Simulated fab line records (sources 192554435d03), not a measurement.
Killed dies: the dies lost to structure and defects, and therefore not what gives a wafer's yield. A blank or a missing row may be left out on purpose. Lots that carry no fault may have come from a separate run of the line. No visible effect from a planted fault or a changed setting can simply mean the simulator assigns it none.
Chamber matching -- flow n5_finfet -- 4 sister chambers for N5_DUMMY_GATE_DESCUM_20 on rie_diel-03
The step chemistry O2, time 6.2 s. 4 wafers are shown with their chamber, then 7 later ones without.

## EACH WAFER AND ITS CHAMBER
wafer,chamber,showerhead_plenum_p_Torr (Torr)
L080.1,0,2.19
L084.5,2,2.14
L089.1,1,2.00
L089.3,3,2.00

## WAFERS WITH NO CHAMBER GIVEN
wafer,showerhead_plenum_p_Torr (Torr)
L089.4,2.13
L090.2,2.00
L090.3,2.19
L090.5,2.00
L093.1,2.19
L093.4,2.13
L093.6,2.19

## EACH ONE'S CHAMBER
wafer,from the rows above,in truth
L089.4,2,2
L090.2,can't be placed: 1 or 3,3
L090.3,0,0
L090.5,can't be placed: 1 or 3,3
L093.1,0,0
L093.4,2,2
L093.6,0,0
Placed correctly: 5 of 7. Cannot be placed on the basis of these rows: 2; the candidates contain the true chamber in 2. Number placed wrongly: 0.
How it was worked out, from the rows above alone: a wafer's distance from a chamber is the root of the sum, over the readings, of the square of ((its reading less the chamber's mean) divided by the reading's scatter). The wafer belongs to the nearest chamber; if the next one is less than 2 further off, it can't be placed. For every chamber, the mean is computed from those of its wafers that are shown. The scatter: root of mean squared gap, hidden wafer to nearest shown wafer, with one shown wafer a chamber.
